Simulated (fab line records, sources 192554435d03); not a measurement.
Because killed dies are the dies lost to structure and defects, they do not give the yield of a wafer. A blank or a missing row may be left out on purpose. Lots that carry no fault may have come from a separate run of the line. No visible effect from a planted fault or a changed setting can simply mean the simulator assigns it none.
fab line records	flow n5_finfet
record: lots: 7	wafers: 21
route steps=1938 shown BEOL_M7@1263 BEOL_M8@1359 BEOL_M9@1440 BEOL_M10@1488
start_h: hours from the record's opening day to when the first of the lot's shown wafers began	wait_h: hours since the lot's step before	" as in the row above	L1.1+2: a single row standing in for several wafers	- value missing, or start not given	* or withheld: withheld	< > ~ a bound
route shown NAME@n: names a module that has steps shown in the file, with the first one's number in the route	usual: mean/standard deviation of fault-free wafers	same: alike in all rows	chamber/n: place in a boat	sites: each site's reading	_std_site: standard deviation of those values	_edge_site: inner sites' mean taken away from outer sites' mean	radius_mm: for every site, how far away it sits from the centre of the wafer	mask NAME#n: copy n	behind: the tool/chamber that last shaped the wafer	hold: cause of the lot's hold/its duration in hours/its outcome	device: whichever transistor did not switch (one of n, p or np)	end of line: the tests these same wafers got at the end of their route	where a step has no rows: the recipe by itself	killed: the dies lost at the first sort to structure and to defects; this is not the yield of the wafer	map: dies across one wafer; x = killed, . = not, _ = none there
set.NAME: the setting that was run; set.NAME@STEP: the one run at that earlier step	model.NAME: the simulator's own value behind a step, which no gauge read
lots run with intentionally changed settings; tables by step, rows by wafer
== steps ==
step: N5_BEOL_M7_ILD_DEP_00
recipe: material: SiCOH_lowk	target_thk_a: 1797.5	temp_c: 300	precursor: DEMS/porogen	pressure_torr: 5	rf_w: 500	time_s: 33.4
lot.wafer	tool	chamber	start_h	wait_h	set.time_s	model.SiCOH_lowk_of_BEOL_M7_ILD_DEP_00.thk_nm
L079.1	pecvd-04	2	230.45	0.0	33.4	181.4
L079.5	"	2	"	"	33.4	185.8
L079.6	"	1	"	"	33.4	184.2
L084.4	pecvd-01	0	267.71	0.1	33.4	185.6
L084.5	"	1	"	"	33.4	182.8
L084.6	"	2	"	"	33.4	181.6
L087.2	pecvd-01	0	298.13	0.0	33.4	179
L087.4	"	0	"	"	36.85	198.4
L087.5	"	2	"	"	33.4	182.2
L089.1	pecvd-01	1	303.54	0.0	33.4	178.8
L089.3	"	2	"	"	29.41	159
L089.6	"	2	"	"	29.41	160.4
L091.3	pecvd-03	2	324.84	0.0	37.82	204.6
L091.4	"	2	"	"	37.82	207.6
L091.6	"	0	"	"	33.4	182.6
L092.2	pecvd-01	1	325.12	0.0	33.4	182.2
L092.4	"	2	"	"	33.4	185.6
L092.6	"	1	"	"	33.4	184
L093.3	pecvd-01	1	325.38	0.0	33.4	181.4
L093.5	"	0	"	"	33.4	185.4
L093.6	"	1	"	"	35.85	192.6
step: N5_BEOL_M7_CURE_74
recipe: temp_c: 385	time_s: 240	ambient: He/Ar	material: SiCOH_lowk
lot.wafer	tool	chamber	start_h	wait_h	set.time_s@BEOL_M7_ILD_DEP_00	model.SiCOH_lowk_of_BEOL_M7_ILD_DEP_00.thk_nm
L079.1	uv_cure-02	1	230.51	0.0	33.4	156.4
L079.5	"	1	"	"	33.4	160.2
L079.6	"	1	"	"	33.4	158.8
L084.4	uv_cure-02	2	267.99	0.3	33.4	160.2
L084.5	"	2	"	"	33.4	157.6
L084.6	"	2	"	"	33.4	156.6
L087.2	uv_cure-03	1	298.27	0.1	33.4	154.4
L087.4	"	1	"	"	36.85	171.2
L087.5	"	1	"	"	33.4	157.2
L089.1	uv_cure-03	2	303.81	0.3	33.4	154.2
L089.3	"	2	"	"	29.41	137
L089.6	"	2	"	"	29.41	138.2
L091.3	uv_cure-03	1	325.06	0.2	37.82	176.6
L091.4	"	1	"	"	37.82	179.4
L091.6	"	1	"	"	33.4	157.4
L092.2	uv_cure-03	0	325.46	0.3	33.4	157
L092.4	"	0	"	"	33.4	160
L092.6	"	0	"	"	33.4	158.6
L093.3	uv_cure-01	2	325.61	0.2	33.4	156.4
L093.5	"	2	"	"	33.4	160
L093.6	"	2	"	"	35.85	166.2
step: N5_BEOL_M7_THK_MEAS_01
recipe: reads: SiCOH_lowk_of_BEOL_M7_ILD_DEP_00
usual: M7_ILD_THK: 156.3/2
lot.wafer	tool	chamber	start_h	wait_h	set.time_s@BEOL_M7_ILD_DEP_00	M7_ILD_THK[nm]
L079.1	film_metro-02	-	231.03	0.4	33.4	156.5
L079.5	"	-	"	"	33.4	160.3
L079.6	"	-	"	"	33.4	158.9
L084.4	film_metro-01	-	268.27	0.2	33.4	160.2
L084.5	"	-	"	"	33.4	157.5
L084.6	"	-	"	"	33.4	156.5
L087.2	film_metro-01	-	298.70	0.4	33.4	154.2
L087.4	"	-	"	"	36.85	171.2
L087.5	"	-	"	"	33.4	157.1
L089.1	film_metro-02	-	304.33	0.4	33.4	154.2
L089.3	"	-	"	"	29.41	137.0
L089.6	"	-	"	"	29.41	138.2
L091.3	film_metro-01	-	325.42	0.3	37.82	176.6
L091.4	"	-	"	"	37.82	179.4
L091.6	"	-	"	"	33.4	157.6
L092.2	film_metro-02	-	325.90	0.4	33.4	157.1
L092.4	"	-	"	"	33.4	160.0
L092.6	"	-	"	"	33.4	158.8
L093.3	film_metro-01	-	325.96	0.3	33.4	156.3
L093.5	"	-	"	"	33.4	160.0
L093.6	"	-	"	"	35.85	166.3
step: N5_BEOL_M7_VIA_ETCH_34
recipe: chemistry: C4F6/O2	target: SiCOH_lowk	target_depth_a: 1255	mask_material: SOC	taper_deg: 4	time_s: 50.5	ion_energy_ev: 250	pressure_mtorr: 30	source_w: 345	bias_w: 185	Ar_flow_sccm: 300	C4F6_flow_sccm: 10	O2_flow_sccm: 10
usual: rf_vpp_V: 666/7.4
lot.wafer	tool	chamber	start_h	wait_h	set.source_w	rf_vpp_V
L079.1	rie_diel-03	3	237.32	0.0	294.6	724
L079.5	"	1	"	"	345	660
L079.6	"	2	"	"	345	671
L084.4	rie_diel-01	1	271.77	0.0	291.8	726
L084.5	"	3	"	"	291.8	721
L084.6	"	0	"	"	291.8	733
L087.2	rie_diel-06	0	302.37	0.0	314.8	706
L087.4	"	3	"	"	345	666
L087.5	"	3	"	"	345	666
L089.1	rie_diel-06	2	307.67	0.0	345	674
L089.3	"	1	"	"	345	665
L089.6	"	0	"	"	345	675
L091.3	rie_diel-03	3	328.71	0.0	345	667
L091.4	"	0	"	"	362.5	634
L091.6	"	2	"	"	362.5	655
L093.3	rie_diel-06	0	329.19	0.0	345	673
L093.5	"	2	"	"	345	674
L093.6	"	0	"	"	324.8	694
L092.2	rie_diel-01	0	329.56	0.0	345	672
L092.4	"	1	"	"	345	666
L092.6	"	3	"	"	345	662
step: N5_BEOL_M7_TRENCH_ETCH_37
recipe: chemistry: C4F6/O2	target_depth_a: 934.78	target: SiCOH_lowk	time_s: 31.2	ion_energy_ev: 250	pressure_mtorr: 30	source_w: 345	bias_w: 185	Ar_flow_sccm: 300	C4F6_flow_sccm: 10	O2_flow_sccm: 10
usual: rf_vpp_V: 666/7.5
lot.wafer	tool	chamber	start_h	wait_h	set.bias_w	rf_vpp_V
L079.1	rie_diel-03	3	-	-	185	666
L079.5	"	1	"	"	168.9	612
L079.6	"	2	"	"	185	672
L084.4	rie_diel-01	1	-	-	185	666
L084.5	"	3	"	"	185	662
L084.6	"	0	"	"	185	672
L087.2	rie_diel-06	0	-	-	185	673
L087.4	"	3	"	"	185	667
L087.5	"	3	"	"	185	667
L089.1	rie_diel-06	2	-	-	185	674
L089.3	"	1	"	"	185	667
L089.6	"	0	"	"	185	674
L091.3	rie_diel-03	3	-	-	165.7	611
L091.4	"	0	"	"	165.7	593
L091.6	"	2	"	"	185	672
L093.3	rie_diel-06	0	-	-	185	676
L093.5	"	2	"	"	185	672
L093.6	"	0	"	"	155.3	587
L092.2	rie_diel-01	0	-	-	185	672
L092.4	"	1	"	"	185	665
L092.6	"	3	"	"	185	660
step: N5_BEOL_M8_COAT_22
recipe: resist: CAR-EUV	spin_rpm: 1500	resist_thk_nm: 30
lot.wafer	tool	chamber	start_h	wait_h	set.spin_rpm	model.CAR-EUV_of_BEOL_M8_COAT_22.thk_nm
L079.1+6	litho_track-04	0	-	-	1500	30
L079.5	"	0	"	"	1500	29.8
L084.4+6	litho_track-02	0	-	-	1500	30
L084.5	"	0	"	"	1413	31
L087.2+5	litho_track-02	0	-	-	1500	29.8
L087.4	"	0	"	"	1598	28.8
L089.1+3+6	litho_track-04	0	-	-	1500	30
L092.2+4+6	litho_track-05	0	-	-	1500	29.8
L091.3	litho_track-04	0	-	-	1500	29.8
L091.4	"	0	"	"	1665	28.4
L091.6	"	0	"	"	1665	28.6
L093.3+6	litho_track-05	0	-	-	1654	28.6
L093.5	"	0	"	"	1500	30
step: N5_BEOL_M8_DESCUM_33
recipe: chemistry: O2	time_s: 7	source_power_w: 50	bias_power_w: 20	pressure_mtorr: 20	rf_frequency_hz: 2.712e+07	temp_c: 40	resist: CAR-EUV	o2_flow_sccm: 225
lot.wafer	tool	chamber	start_h	wait_h	set.time_s
L079.1+5+6	rie_diel-04	0,2,3	244.99	0.3	7
L084.4+6	rie_diel-04	3,2	280.38	0.0	5.765
L084.5	"	0	"	"	7
L087.2+4+5	rie_diel-05	0,2,2	309.49	0.0	7
L089.1+3+6	rie_diel-04	0,1,1	317.42	0.0	7
L091.3+4+6	rie_diel-04	2,3,2	339.13	0.0	7
L092.2+4+6	rie_diel-05	2,0,2	339.18	0.0	7
L093.3+6	rie_diel-04	3,2	339.53	0.3	7.837
L093.5	"	1	"	"	7
step: N5_BEOL_M8_ETCH_72
recipe: chemistry: N2/H2	target: underlayer	target_depth_a: 65	mask_material: CAR-EUV	time_s: 5.2	ion_energy_ev: 200	pressure_mtorr: 30	source_w: 840	bias_w: 150	n2_flow_sccm: 200	h2_flow_sccm: 200	ends: cleared
step: N5_BEOL_M8_ETCH_65
recipe: chemistry: CF4	target: SiARC	target_depth_a: 156	mask_material: CAR-EUV	time_s: 26	ion_energy_ev: 80	pressure_mtorr: 40	source_w: 545	bias_w: 36	Ar_flow_sccm: 100	cf4_flow_sccm: 100	ends: cleared
lot.wafer	tool	chamber	start_h	wait_h	set.spin_rpm@BEOL_M8_COAT_22	model.CAR-EUV_of_BEOL_M8_COAT_22.thk_nm
L079.1+5+6	rie_diel-04	0,2,3	245.04	0.0	1500	11
L084.4+6	rie_diel-04	3,2	280.43	0.0	1500	11.8
L084.5	"	0	"	"	1413	12
L087.2+5	rie_diel-05	0,2	309.54	0.0	1500	11
L087.4	"	2	"	"	1598	10
L089.1+6	rie_diel-04	0,1	317.47	0.0	1500	11
L089.3	"	1	"	"	1500	11.2
L091.3	rie_diel-04	2	339.18	0.0	1500	11
L091.4+6	"	3,2	"	"	1665	9.6
L092.2+4+6	rie_diel-05	2,0,2	339.23	0.0	1500	11
L093.3+6	rie_diel-04	3,2	339.58	0.0	1654	9.4
L093.5	"	1	"	"	1500	11.2
step: N5_BEOL_M9_ETCH_66
recipe: chemistry: N2/H2	target: SOC	target_depth_a: 800	overetch_a: 160	mask_material: SiARC	temp_c: 40	time_s: 120	ion_energy_ev: 200	pressure_mtorr: 30	source_w: 840	bias_w: 150	n2_flow_sccm: 200	h2_flow_sccm: 200
lot.wafer	tool	chamber	start_h	wait_h	set.time_s	model.SiARC_of_BEOL_M9_COAT_64.thk_nm
L079.1	rie_diel-01	0	251.83	0.0	120	6.4
L079.5+6	"	2,1	"	"	110.9	6.8
L084.4	rie_diel-03	0	295.65	0.0	128.5	6.2
L084.5	"	2	"	"	128.5	6
L084.6	"	3	"	"	120	6.2
L087.2+4+5	rie_diel-01	0,3,1	319.75	0.0	120	6.4
L089.1	rie_diel-03	0	323.90	0.0	103.5	7.4
L089.3	"	1	"	"	103.5	7.2
L089.6	"	3	"	"	103.5	7
L091.3	rie_diel-06	2	350.01	0.0	120	6.4
L091.4	"	0	"	"	105.2	7
L091.6	"	3	"	"	105.2	7.2
L092.2+4+6	rie_diel-01	0,1,3	350.05	0.0	120	6.2
L093.3	rie_diel-03	1	350.10	0.0	120	6.4
L093.5+6	"	3,2	"	"	99.89	7.2
step: N5_BEOL_M9_TRENCH_ETCH_37
recipe: chemistry: C4F6/O2	target_depth_a: 1514.3	target: SiCOH_lowk	time_s: 49	ion_energy_ev: 250	pressure_mtorr: 30	source_w: 345	bias_w: 185	Ar_flow_sccm: 300	C4F6_flow_sccm: 10	O2_flow_sccm: 10
usual: rf_vpp_V: 666/6.8
lot.wafer	tool	chamber	start_h	wait_h	set.source_w	rf_vpp_V	model.etch.depth_nm	model.BEOL_M9.feature_depth_nm
L079.1	rie_diel-01	0	-	-	390.9	630	160.6	160.6
L079.5	"	2	"	"	390.9	632	157.5	157.6
L079.6	"	1	"	"	345	665	153.1	153
L084.4	rie_diel-03	0	-	-	345	649	147.8	147.8
L084.5	"	2	"	"	345	670	147.4	147.4
L084.6	"	3	"	"	345	666	153.8	153.8
L087.2	rie_diel-01	0	-	-	345	671	151.9	151.8
L087.4	"	3	"	"	345	662	151.1	151.2
L087.5	"	1	"	"	345	667	148.5	148.4
L089.1	rie_diel-03	0	-	-	345	649	146.2	146.2
L089.3	"	1	"	"	283.8	728	139.1	139
L089.6	"	3	"	"	283.8	737	141.2	141.2
L091.3	rie_diel-06	2	-	-	345	674	151.4	151.4
L091.4	"	0	"	"	345	674	154.3	154.2
L091.6	"	3	"	"	397.6	619	161.1	161
L092.2	rie_diel-01	0	-	-	345	673	152.2	152.2
L092.4	"	1	"	"	345	665	154.8	154.8
L092.6	"	3	"	"	345	661	151.9	151.8
L093.3	rie_diel-03	1	-	-	345	659	150.4	150.4
L093.5	"	3	"	"	345	665	152.7	152.6
L093.6	"	2	"	"	287.2	738	138.1	138
step: N5_BEOL_M9_ETCH_41
recipe: chemistry: CH3F/O2	target: SiCN	target_depth_a: 366	taper_deg: 2	time_s: 70.1	ion_energy_ev: 120	mask_material: TiN	pressure_mtorr: 30	source_w: 395	bias_w: 75	Ar_flow_sccm: 150	CH3F_flow_sccm: 30	O2_flow_sccm: 20
step: N5_BEOL_M9_STRIP_80
recipe: chemistry: N2/H2	time_s: 10	power_w: 450	temp_c: 40	pressure_mtorr: 20	rf_frequency_hz: 6e+07	bias_power_w: 7	n2_flow_sccm: 200	h2_flow_sccm: 200
step: N5_BEOL_M9_OCD_MEAS_38
usual: trench_depth_nm: 151.2/2.3
lot.wafer	tool	chamber	start_h	wait_h	set.source_w@BEOL_M9_TRENCH_ETCH_37	trench_depth_nm
L079.1	ocd-02	-	252.20	-	390.9	160.1
L079.5	"	-	"	"	390.9	157.3
L079.6	"	-	"	"	345	152.4
L084.4	ocd-01	-	296.03	-	345	147.7
L084.5	"	-	"	"	345	148.0
L084.6	"	-	"	"	345	153.5
L087.2	ocd-01	-	320.13	-	345	151.4
L087.4	"	-	"	"	345	151.3
L087.5	"	-	"	"	345	148.5
L089.1	ocd-02	-	324.28	-	345	146.0
L089.3	"	-	"	"	283.8	139.0
L089.6	"	-	"	"	283.8	141.2
L091.3	ocd-01	-	350.38	-	345	151.0
L091.4	"	-	"	"	345	154.1
L091.6	"	-	"	"	397.6	161.4
L092.2	ocd-02	-	350.43	-	345	152.5
L092.4	"	-	"	"	345	154.5
L092.6	"	-	"	"	345	151.9
L093.3	ocd-01	-	350.47	-	345	150.9
L093.5	"	-	"	"	345	152.4
L093.6	"	-	"	"	287.2	137.7
step: N5_BEOL_M9_HM_STRIP_39
recipe: chemistry: peroxide_tin_strip	material: TiN	target_depth_a: 250	temp_c: 50	time_s: 158
step: N5_BEOL_M9_SRD_40
recipe: time_s: 30	temp_c: 23	rinse_liquid: diw	dry: ipa_marangoni
step: N5_BEOL_M9_ECD_50
recipe: material: Cu	target_thk_a: 3180
step: N5_BEOL_M9_ANNEAL_51
recipe: temp_c: 225	time_s: 90	ambient: N2
step: N5_BEOL_M9_CMP_52
recipe: stop_on: SiCOH_lowk	t_overpolish_s: 7	down_force_psi: 1	platen_rpm: 50	clearing_platen_down_force_psi: 1.5	clearing_platen_rpm: 50	post_cmp_clean: cu_alkaline	target_thk_nm: 140	clearing_platen_pad_velocity_m_s: 0.99484	pad_velocity_m_s: 0.99484
lot.wafer	tool	chamber	start_h	wait_h	set.source_w@BEOL_M9_TRENCH_ETCH_37	model.Cu_of_BEOL_M9_ECD_50.thk_nm
L079.1	cmp-04	1	254.31	0.3	390.9	149.8
L079.6	"	3	"	"	345	141.8
L079.5	"	0	"	"	390.9	147.4
L084.4	cmp-02	1	297.85	0.2	345	135.2
L084.5	"	3	"	"	345	137.2
L084.6	"	0	"	"	345	143
L087.4	cmp-04	3	324.08	0.1	345	138.8
L087.2	"	1	"	"	345	140.6
L087.5	"	0	"	"	345	138
L089.1	cmp-04	2	326.83	0.3	345	135.6
L089.3	"	3	"	"	283.8	128
L089.6	"	2	"	"	283.8	130.8
L091.4	cmp-04	1	354.03	0.1	345	143.4
L091.3	"	0	"	"	345	141
L091.6	"	1	"	"	397.6	150.8
L092.4+2	cmp-03	3,0	354.31	0.1	345	141.6
L092.6	"	0	"	"	345	141.8
L093.3	cmp-04	0	354.60	0.2	345	139.8
L093.6	"	3	"	"	287.2	127.4
L093.5	"	0	"	"	345	142.4
step: N5_BEOL_M9_THK_MEAS_53
recipe: thk_meas_gauge: xrf	reads: Cu_of_BEOL_M9_ECD_50
usual: M9_THK: 138.9/2.5
lot.wafer	tool	chamber	start_h	wait_h	set.source_w@BEOL_M9_TRENCH_ETCH_37	M9_THK[nm]
L079.1	film_metro-01	-	254.53	-	390.9	147.2
L079.5	"	-	"	"	390.9	144.5
L079.6	"	-	"	"	345	139.3
L084.4	film_metro-01	-	298.07	-	345	133.9
L084.5	"	-	"	"	345	135.8
L084.6	"	-	"	"	345	141.6
L087.2	film_metro-01	-	324.38	-	345	136.8
L087.4	"	-	"	"	345	135.7
L087.5	"	-	"	"	345	134.5
L089.1	film_metro-02	-	327.13	-	345	134.9
L089.3	"	-	"	"	283.8	127.6
L089.6	"	-	"	"	283.8	130.5
L091.3	film_metro-01	-	354.32	-	345	139.9
L091.4	"	-	"	"	345	141.8
L091.6	"	-	"	"	397.6	149.0
L092.2	film_metro-01	-	354.60	-	345	140.2
L092.4	"	-	"	"	345	140.6
L092.6	"	-	"	"	345	140.2
L093.3	film_metro-02	-	354.86	-	345	139.1
L093.5	"	-	"	"	345	142.0
L093.6	"	-	"	"	287.2	126.6
step: N5_BEOL_M9_PRE_CLEAN_55
recipe: gas: NH3	time_s: 15	temp_c: withheld	rf_power_w: 300
step: N5_BEOL_M9_DEP_56
recipe: material: SiCN	target_thk_a: 150	temp_c: withheld	precursor: 3MS/NH3	pressure_torr: 3	rf_w: 202	time_s: 26.5
step: N5_BEOL_M9_RS_MEAS_57
recipe: thk_meas_gauge: four-point-probe	reads: Cu_of_BEOL_M9_ECD_50+Co_of_BEOL_M9_CVD_78+TaN_of_BEOL_M9_ALD_74
usual: M9_RS: 0.1509/0.0029
lot.wafer	tool	chamber	start_h	wait_h	set.source_w@BEOL_M9_TRENCH_ETCH_37	M9_RS[ohm/sq]
L079.1	film_metro-02	-	254.67	0.1	390.9	0.1405
L079.5	"	-	"	"	390.9	0.1424
L079.6	"	-	"	"	345	0.1490
L084.4	film_metro-01	-	298.21	0.0	345	0.1568
L084.5	"	-	"	"	345	0.1544
L084.6	"	-	"	"	345	0.1475
L087.2	film_metro-02	-	324.51	0.1	345	0.1506
L087.4	"	-	"	"	345	0.1523
L087.5	"	-	"	"	345	0.1539
L089.1	film_metro-02	-	327.28	0.1	345	0.1566
L089.3	"	-	"	"	283.8	0.1670
L089.6	"	-	"	"	283.8	0.1632
L091.3	film_metro-02	-	354.46	0.1	345	0.1502
L091.4	"	-	"	"	345	0.1471
L091.6	"	-	"	"	397.6	0.1394
L092.2	film_metro-01	-	354.74	0.1	345	0.1491
L092.4	"	-	"	"	345	0.1492
L092.6	"	-	"	"	345	0.1487
L093.3	film_metro-01	-	355.00	0.1	345	0.1513
L093.5	"	-	"	"	345	0.1481
L093.6	"	-	"	"	287.2	0.1677
step: N5_BEOL_M10_ETCH_62
recipe: chemistry: N2/H2	target: SOC	target_depth_a: 1100	overetch_a: 220	mask_material: SiARC	temp_c: 40	time_s: 165	ion_energy_ev: 200	pressure_mtorr: 30	source_w: 840	bias_w: 150	n2_flow_sccm: 200	h2_flow_sccm: 200
lot.wafer	tool	chamber	start_h	wait_h	set.time_s	model.SiARC_of_BEOL_M10_COAT_60.thk_nm
L079.1	rie_diel-02	1	256.16	0.0	177.5	23
L079.5	"	1	"	"	165	23.6
L079.6	"	2	"	"	177.5	22.8
L084.4+5	rie_diel-04	1,3	301.99	0.0	165	23.6
L084.6	"	2	"	"	165	23.8
L087.2	rie_diel-04	2	326.62	0.0	140.3	24.4
L087.4	"	0	"	"	165	23.6
L087.5	"	1	"	"	165	23.4
L089.1+3	rie_diel-05	0,1	330.27	0.0	165	23.2
L089.6	"	3	"	"	192	22.2
L091.3+6	rie_diel-05	1,3	355.84	0.0	154.4	24
L091.4	"	2	"	"	165	23.6
L092.2+6	rie_diel-04	3	359.21	0.0	165	23.4
L092.4	"	2	"	"	165	23.6
L093.3	rie_diel-05	0	359.62	0.0	165	23.4
L093.5	"	1	"	"	165	23.6
L093.6	"	0	"	"	151.5	24.2
== key ==
split: step: N5_BEOL_M7_ILD_DEP_00	setting: time_s	stated: 33.4	by: wafer
response: step: N5_BEOL_M7_ILD_DEP_00	reading: model.SiCOH_lowk_of_BEOL_M7_ILD_DEP_00.thk_nm	change: +1.65	per: 1%	r: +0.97
response: step: N5_BEOL_M7_CURE_74	reading: model.SiCOH_lowk_of_BEOL_M7_ILD_DEP_00.thk_nm	change: +1.44	per: 1%	r: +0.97
response: step: N5_BEOL_M7_THK_MEAS_01	reading: M7_ILD_THK	change: +1.44	per: 1%	r: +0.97
split: step: N5_BEOL_M7_VIA_ETCH_34	setting: source_w	stated: 345	by: wafer
response: step: N5_BEOL_M7_VIA_ETCH_34	reading: rf_vpp_V	change: -4.11	per: 1%	r: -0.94
split: step: N5_BEOL_M7_TRENCH_ETCH_37	setting: bias_w	stated: 185	by: wafer
response: step: N5_BEOL_M7_TRENCH_ETCH_37	reading: rf_vpp_V	change: +5.93	per: 1%	r: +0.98
split: step: N5_BEOL_M8_COAT_22	setting: spin_rpm	stated: 1500	by: wafer
response: step: N5_BEOL_M8_COAT_22	reading: model.CAR-EUV_of_BEOL_M8_COAT_22.thk_nm	change: -0.135	per: 1%	r: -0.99
response: step: N5_BEOL_M8_ETCH_65	reading: model.CAR-EUV_of_BEOL_M8_COAT_22.thk_nm	shape: bent	at_lowest: 12	at_stated: 11.13	at_highest: 9.6
split: step: N5_BEOL_M8_DESCUM_33	setting: time_s	stated: 7	by: wafer
response none clear
split: step: N5_BEOL_M9_ETCH_66	setting: time_s	stated: 120	by: wafer
response: step: N5_BEOL_M9_ETCH_66	reading: model.SiARC_of_BEOL_M9_COAT_64.thk_nm	change: -0.0477	per: 1%	r: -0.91
split: step: N5_BEOL_M9_TRENCH_ETCH_37	setting: source_w	stated: 345	by: wafer
response: step: N5_BEOL_M9_TRENCH_ETCH_37	reading: rf_vpp_V	change: -4.03	per: 1%	r: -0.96
response: step: N5_BEOL_M9_TRENCH_ETCH_37	reading: model.etch.depth_nm	change: +0.535	per: 1%	r: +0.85
response: step: N5_BEOL_M9_TRENCH_ETCH_37	reading: model.BEOL_M9.feature_depth_nm	change: +0.538	per: 1%	r: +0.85
response: step: N5_BEOL_M9_OCD_MEAS_38	reading: trench_depth_nm	change: +0.553	per: 1%	r: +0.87
response: step: N5_BEOL_M9_CMP_52	reading: model.Cu_of_BEOL_M9_ECD_50.thk_nm	change: +0.558	per: 1%	r: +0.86
response: step: N5_BEOL_M9_THK_MEAS_53	reading: M9_THK	change: +0.546	per: 1%	r: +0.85
response: step: N5_BEOL_M9_RS_MEAS_57	reading: M9_RS	change: -0.000692	per: 1%	r: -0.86
split: step: N5_BEOL_M10_ETCH_62	setting: time_s	stated: 165	by: wafer
response: step: N5_BEOL_M10_ETCH_62	reading: model.SiARC_of_BEOL_M10_COAT_60.thk_nm	change: -0.0661	per: 1%	r: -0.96
